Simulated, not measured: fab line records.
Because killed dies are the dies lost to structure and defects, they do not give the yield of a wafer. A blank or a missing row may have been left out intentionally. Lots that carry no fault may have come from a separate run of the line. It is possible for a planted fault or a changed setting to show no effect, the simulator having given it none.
The tool behind it: which one? | flow n5-finfet | 8 lots, 22 wafers sampled, at 7 steps of a route of 1938

== WHAT EACH GAUGE READ, for each wafer ==
N5_BEOL_M4_RC_MEAS_101.
lot  | measured     | on        | DIBL_N (mV/V)  | DIBL_P (mV/V)  | IOFF_N (nA/um)    | IOFF_P (nA/um) | ION_N (uA/um) | ION_P (uA/um) | SS_N (mV/dec)  | SS_P (mV/dec)  | VT_N (mV)   | VT_P (mV)
L709 | day 9 10:22  | prober-02 | 36.1 36.7 36.1 | 34.1 34.2 35.3 | 0.143 0.153 0.155 | 0.20 0.20 0.22 | 678 659 664   | 465 449 461   | 71.3 71.6 70.4 | 73.3 73.1 73.9 | 251 249 248 | -249 -247 -247
L712 | day 9 23:46  | prober-02 | 34.6 36.3      | 34.5 36.1      | 0.115 0.146       | 0.15 0.18      | 652 669       | 449 463       | 71.6 71.1      | 72.3 72.7      | 256 252     | -255 -253
L720 | day 11 23:43 | prober-01 | 37.7 36.0 36.5 | 38.6 35.8 38.0 | 0.218 0.172 0.196 | 0.29 0.23 0.28 | 700 676 706   | 484 465 489   | 72.0 71.6 72.4 | 74.3 72.8 73.7 | 244 245 245 | -243 -248 -243
L722 | day 12 07:54 | prober-02 | 35.5 34.3 34.1 | 37.1 37.2 36.0 | 0.182 0.175 0.154 | 0.24 0.24 0.21 | 682 694 675   | 460 471 460   | 71.9 71.1 71.2 | 73.3 72.5 72.7 | 247 245 250 | -247 -250 -248
L721 | day 12 20:54 | prober-01 | 34.6 36.3 35.0 | 35.8 37.8 36.7 | 0.160 0.185 0.175 | 0.20 0.24 0.22 | 672 692 701   | 456 470 472   | 71.6 71.3 71.0 | 73.2 73.8 73.5 | 247 245 246 | -250 -250 -250
L723 | day 12 21:50 | prober-02 | 36.3 36.0 35.3 | 38.6 39.4 37.1 | 0.179 0.177 0.159 | 0.24 0.26 0.22 | 677 689 683   | 463 477 462   | 71.6 71.5 71.4 | 73.8 73.7 73.4 | 247 248 251 | -249 -248 -249
L724 | day 13 01:29 | prober-01 | 34.0 33.5 34.8 | 34.4 34.2 36.0 | 0.141 0.127 0.159 | 0.21 0.20 0.24 | 664 648 689   | 463 457 473   | 72.0 70.8 71.4 | 73.1 72.4 73.4 | 252 253 249 | -247 -247 -246
L727 | day 14 09:00 | prober-02 | 35.6 35.0      | 35.7 34.9      | 0.151 0.137       | 0.21 0.19      | 666 675       | 465 472       | 71.9 71.3      | 73.4 72.8      | 251 256     | -251 -253

N5_BEOL_M7_OCD_MEAS_38.
lot  | measured     | on     | trench-depth-nm (nm)
L709 | day 10 12:20 | ocd-01 | 92.6 94.9 94.4
L712 | day 11 03:48 | ocd-01 | 94.2 95.9
L720 | day 13 04:31 | ocd-01 | - - -
L722 | day 13 11:49 | ocd-01 | 95.0 94.3 94.8
L721 | day 13 22:14 | ocd-01 | - - -
L723 | day 13 22:21 | ocd-02 | 95.2 95.4 94.7
L724 | day 14 04:18 | ocd-02 | 93.8 95.4 93.6
L727 | day 15 12:26 | ocd-01 | 95.9 96.0

== WHICH TOOL RAN EACH LOT (tool, then ch and the chambers of the sampled wafers, then the start) ==
lot  | N5_BEOL_M6_DEP_56               | N5_BEOL_M7_ETCH_61                 | N5_BEOL_M7_ETCH_62                 | N5_BEOL_M7_STRIP_67                | N5_BEOL_M7_ETCH_66
L709 | pecvd-03 ch 0,1, day 10 07:09   | rie-diel-06 ch 0,3, day 10 10:17   | rie-diel-06 ch 0,3, day 10 10:47   | rie-diel-06 ch 0,3, day 10 10:56   | rie-diel-05 ch 0,1,3, day 10 11:59
L712 | pecvd-02 ch 0,1, day 10 21:41   | rie-diel-01 ch 0,2, day 11 00:39   | rie-diel-01 ch 0,2, day 11 00:43   | rie-diel-01 ch 0,2, day 11 00:52   | rie-diel-05 ch 1,2, day 11 03:27
L720 | pecvd-03 ch 0,1,2, day 12 22:22 | rie-diel-01 ch 1,2,3, day 13 01:25 | rie-diel-01 ch 1,2,3, day 13 01:28 | rie-diel-01 ch 1,2,3, day 13 01:37 | rie-diel-01 ch 0,2,3, day 13 04:10
L722 | pecvd-01 ch 0,1,2, day 13 05:42 | rie-diel-05 ch 0,1,2, day 13 07:59 | rie-diel-05 ch 0,1,2, day 13 08:03 | rie-diel-05 ch 0,1,2, day 13 08:11 | rie-diel-05 ch 0,1,2, day 13 11:28
L721 | pecvd-02 ch 0,1, day 13 17:14   | rie-diel-05 ch 0,1,2, day 13 20:34 | rie-diel-05 ch 0,1,2, day 13 20:38 | rie-diel-05 ch 0,1,2, day 13 20:47 | rie-diel-06 ch 0,2, day 13 21:53
L723 | pecvd-01 ch 1,2, day 13 18:13   | rie-diel-01 ch 0,3, day 13 20:55   | rie-diel-01 ch 0,3, day 13 20:58   | rie-diel-01 ch 0,3, day 13 21:07   | rie-diel-05 ch 0,1,2, day 13 22:00
L724 | pecvd-03 ch 0,1,2, day 13 23:37 | rie-diel-05 ch 0,1,3, day 14 02:45 | rie-diel-05 ch 0,1,3, day 14 02:49 | rie-diel-05 ch 0,1,3, day 14 02:57 | rie-diel-01 ch 1,2,3, day 14 03:57
L727 | pecvd-03 ch 2, day 15 07:14     | rie-diel-01 ch 1, day 15 10:06     | rie-diel-01 ch 1, day 15 10:10     | rie-diel-01 ch 1, day 15 10:18     | rie-diel-01 ch 1, day 15 12:05
- N5_BEOL_M6_DEP_56: deposits SiCN from 3MS/NH3, target thk 10 nm, time 17.5 s.
- N5_BEOL_M7_ETCH_61: etches SiARC in CF4, target depth 45.5 nm, time 75.8 s.
- N5_BEOL_M7_ETCH_62: etches SOC in N2/H2, target depth 110 nm, overetch 22 nm, time 165 s.
- N5_BEOL_M7_STRIP_67: strips in CF4.
- N5_BEOL_M7_ETCH_66: etches SOC in N2/H2, target depth 80 nm, overetch 16 nm, time 120 s.

== WHAT THE TOOLS THEMSELVES READ (means of the sampled wafers that have a number; where no wafer has one, the mark that the record gives instead) ==
N5_BEOL_M6_DEP_56.
lot  | tool     | showerhead-plenum-p-Torr (Torr) | throttle-valve-pct (%)
L709 | pecvd-03 | 3.680                           | 8.9
L712 | pecvd-02 | 3.665                           | 9.6
L720 | pecvd-03 | 3.664                           | 8.9
L722 | pecvd-01 | 3.676                           | 9.4
L721 | pecvd-02 | 3.668                           | 9.7
L723 | pecvd-01 | 3.671                           | 9.1
L724 | pecvd-03 | 3.675                           | 8.8
L727 | pecvd-03 | 3.659                           | 8.7

N5_BEOL_M7_ETCH_61.
lot  | tool        | bias-w (W) | drypump-motor-current-A (A) | etch-rf-on-time-s (s) | oes-product-au (a.u.) | rf-vpp-V (V) | showerhead-plenum-p-Torr (Torr) | throttle-valve-pct (%)
L709 | rie-diel-06 | 35.91      | 5.6                         | 77.0                  | 0.64                  | 184.0        | 2.17                            | 15.67
L712 | rie-diel-01 | 36.04      | 5.7                         | 75.0                  | 0.65                  | 183.1        | 2.15                            | 15.59
L720 | rie-diel-01 | 35.94      | 5.7                         | 74.4                  | 0.76                  | 184.4        | 2.17                            | 15.45
L722 | rie-diel-05 | 36.03      | 5.6                         | 74.3                  | 0.67                  | 185.2        | 2.18                            | 15.53
L721 | rie-diel-05 | 35.99      | 5.6                         | 74.2                  | 0.66                  | 184.7        | 2.17                            | 15.54
L723 | rie-diel-01 | 35.92      | 6.0                         | 76.3                  | 0.67                  | 184.8        | 2.18                            | 15.56
L724 | rie-diel-05 | 36.11      | 5.6                         | 74.6                  | 0.71                  | 184.1        | 2.16                            | 15.50
L727 | rie-diel-01 | 35.95      | 6.0                         | 73.7                  | 0.77                  | 184.6        | 2.18                            | 15.62

N5_BEOL_M7_ETCH_62.
lot  | tool        | bias-w (W) | drypump-motor-current-A (A) | oes-product-au (a.u.) | rf-vpp-V (V) | showerhead-plenum-p-Torr (Torr) | throttle-valve-pct (%)
L709 | rie-diel-06 | 150.2      | 5.7                         | 0.64                  | 524.7        | 2.58                            | 17.98
L712 | rie-diel-01 | 150.0      | 5.7                         | 0.65                  | 524.9        | 2.55                            | 17.91
L720 | rie-diel-01 | 150.0      | 5.7                         | 0.74                  | 525.7        | 2.57                            | 17.74
L722 | rie-diel-05 | 150.0      | 5.6                         | 0.66                  | 525.5        | 2.59                            | 17.87
L721 | rie-diel-05 | 149.6      | 5.6                         | 0.65                  | 525.5        | 2.59                            | 17.88
L723 | rie-diel-01 | 149.8      | 6.0                         | 0.67                  | 524.9        | 2.60                            | 17.91
L724 | rie-diel-05 | 150.2      | 5.7                         | 0.70                  | 524.4        | 2.56                            | 17.70
L727 | rie-diel-01 | 150.1      | 6.0                         | 0.74                  | 525.2        | 2.60                            | 18.05

N5_BEOL_M7_STRIP_67.
lot  | tool        | bias-power-w (W) | cf4-flow-sccm (sccm) | drypump-motor-current-A (A) | oes-product-au (a.u.) | rf-vpp-V (V) | showerhead-plenum-p-Torr (Torr) | throttle-valve-pct (%)
L709 | rie-diel-06 | 74.96            | 149.8                | 5.7                         | 0.76                  | 271.9        | 1.82                            | 13.66
L712 | rie-diel-01 | 74.86            | 150.1                | 5.7                         | 0.77                  | 270.9        | 1.81                            | 13.61
L720 | rie-diel-01 | -                | -                    | -                           | -                     | -            | -                               | -
L722 | rie-diel-05 | 75.09            | 150.3                | 5.6                         | 0.77                  | 271.9        | 1.82                            | 13.52
L721 | rie-diel-05 | -                | -                    | -                           | -                     | -            | -                               | -
L723 | rie-diel-01 | 75.02            | 149.6                | 6.0                         | 0.79                  | 272.4        | 1.83                            | 13.58
L724 | rie-diel-05 | 74.80            | 150.2                | 5.6                         | 0.82                  | 270.8        | 1.81                            | 13.48
L727 | rie-diel-01 | 74.95            | 149.9                | 5.9                         | 0.89                  | 271.0        | 1.83                            | 13.61

N5_BEOL_M7_ETCH_66.
lot  | tool        | bias-w (W) | drypump-motor-current-A (A) | oes-product-au (a.u.) | rf-vpp-V (V) | showerhead-plenum-p-Torr (Torr) | throttle-valve-pct (%)
L709 | rie-diel-05 | 149.8      | 5.6                         | 0.57                  | 524.2        | 2.57                            | 17.81
L712 | rie-diel-05 | 149.8      | 5.4                         | 0.62                  | 524.7        | 2.58                            | 17.85
L720 | rie-diel-01 | 150.1      | 5.7                         | 0.84                  | 525.0        | 2.57                            | 17.76
L722 | rie-diel-05 | 149.6      | 5.6                         | 0.59                  | 525.2        | 2.59                            | 17.86
L721 | rie-diel-06 | 150.2      | 5.7                         | 0.69                  | 525.2        | 2.59                            | 18.04
L723 | rie-diel-05 | 149.6      | 5.7                         | 0.59                  | 525.4        | 2.59                            | 17.87
L724 | rie-diel-01 | 150.0      | 5.7                         | 0.65                  | 525.0        | 2.57                            | 17.74
L727 | rie-diel-01 | 149.8      | 6.0                         | 0.67                  | 526.0        | 2.60                            | 18.04

== THE ANSWER, worked out from the rows above alone ==
Rule: what is usual is taken from the lots themselves. Put in order of their means at a reading, lots are off if they are a third of the lots or fewer, leave a main group of 4 or more, and stand apart from it by a gap of 3 or more times the standard deviation of the main group's means; of several such gaps the widest counts. The tables above print the reading to a certain number of digits; a main group whose means all agree to those digits is not used. A lot without any number at a reading at which 4 lots or more have one is off too. All remaining lots with rows at the step are treated as sound. Order of review: gauges by route order, followed by the tools' own readings, for which a lot's mean as printed above is used. At the first step where some lot is off, the reading lying furthest off is the one used; lots without a number count as furthest.
Off: L720, L721, at N5_BEOL_M7_OCD_MEAS_38 (trench-depth-nm). Without a number there: L720, L721. Mean 94.8 nm and standard deviation 0.64 in the main group.
A tool fits if, at a process step before that reading, it ran every lot that is off, and no sound lot after the first of them. Not tried: the gauges at N5_BEOL_M7_OCD_MEAS_38; whatever is off there is also off at N5_BEOL_M7_STRIP_67, on other tools, and gauge error can't account for it. None of those tried fits.

== WHAT HAD BEEN PUT IN BY THE SIMULATOR ==
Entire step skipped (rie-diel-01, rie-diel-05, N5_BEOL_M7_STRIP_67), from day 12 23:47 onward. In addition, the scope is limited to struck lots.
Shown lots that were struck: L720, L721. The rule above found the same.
